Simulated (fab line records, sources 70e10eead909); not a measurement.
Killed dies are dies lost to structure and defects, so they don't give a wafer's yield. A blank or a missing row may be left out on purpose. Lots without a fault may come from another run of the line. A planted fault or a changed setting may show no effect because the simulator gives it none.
Chamber matching | flow nand_harc | NHARC_P_CONTACT_CMP_24 on cmp-03: 4 sister chambers
The step polishes, t overpolish 30 s, target thk 200 nm. 14 wafers are shown with their chamber, then 7 later ones without.

WAFERS WITH THEIR CHAMBER
wafer  | chamber | motor_current_A (A) | time_to_endpoint_s (s) | overpolish_run_s (s)
L075.2 | 3       | 11.2                | 41.5                   | 30.031
L075.4 | 1       | 10.4                | 41.3                   | 29.998
L075.5 | 0       | 13.4                | 35.7                   | 29.984
L081.1 | 0       | 13.2                | 38.5                   | 29.996
L081.2 | 2       | 12.2                | 42.3                   | 30.008
L081.3 | 1       | 10.1                | 43.8                   | 30.001
L087.2 | 3       | 10.7                | 43.9                   | 30.005
L087.5 | 0       | 13.4                | 38.0                   | 29.999
L087.6 | 1       | 10.2                | 46.1                   | 29.995
L088.1 | 1       | 10.5                | 42.6                   | 30.016
L088.4 | 0       | 14.2                | 39.6                   | 30.002
L088.5 | 3       | 10.3                | 41.7                   | 30.005
L091.2 | 2       | 11.6                | 40.9                   | 30.007
L091.3 | 1       | 10.9                | 42.6                   | 29.996

SIGNATURES (means of the wafers above)
reading            | chamber 0 | chamber 1 | chamber 2 | chamber 3 | scatter within a chamber
motor_current_A    | 13.550    | 10.420    | 11.900    | 10.733    | 0.396
time_to_endpoint_s | 37.950    | 43.280    | 41.600    | 42.367    | 1.6
overpolish_run_s   | 29.99525  | 30.00120  | 30.00750  | 30.01367  | 0.00966
Rule: a wafer's distance from a chamber is the root of the sum, over the readings, of the square of ((its reading less the chamber's mean) divided by the reading's scatter). The wafer belongs to the nearest chamber; if the next one is less than 2 further off, it can't be placed. The scatter: the root of (the sum of the squares of (reading less its chamber's mean) over the shown wafers, divided by (wafers less chambers)).

WAFERS WITHOUT THEIR CHAMBER
wafer  | motor_current_A (A) | time_to_endpoint_s (s) | overpolish_run_s (s)
L091.6 | 11.4                | 40.6                   | 30.007
L095.2 | 10.9                | 40.4                   | 29.988
L095.3 | 13.3                | 35.5                   | 29.999
L095.5 | 11.2                | 39.3                   | 29.997
L096.3 | 10.9                | 41.2                   | 30.008
L096.5 | 10.4                | 40.9                   | 29.996
L096.6 | 11.9                | 39.0                   | 30.000

WHICH CHAMBER EACH WENT THROUGH
wafer  | from the rows above          | in truth
L091.6 | can't be placed: 2 or 3 or 1 | 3
L095.2 | can't be placed: 1 or 3 or 2 | 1
L095.3 | 0                            | 0
L095.5 | can't be placed: 2 or 3 or 1 | 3
L096.3 | can't be placed: 3 or 1 or 2 | 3
L096.5 | can't be placed: 1 or 3      | 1
L096.6 | 2                            | 2
Placed correctly: 2 of 7. Can't be placed from these rows: 5 (the true chamber is among the candidates in 5). Placed wrongly: 0.
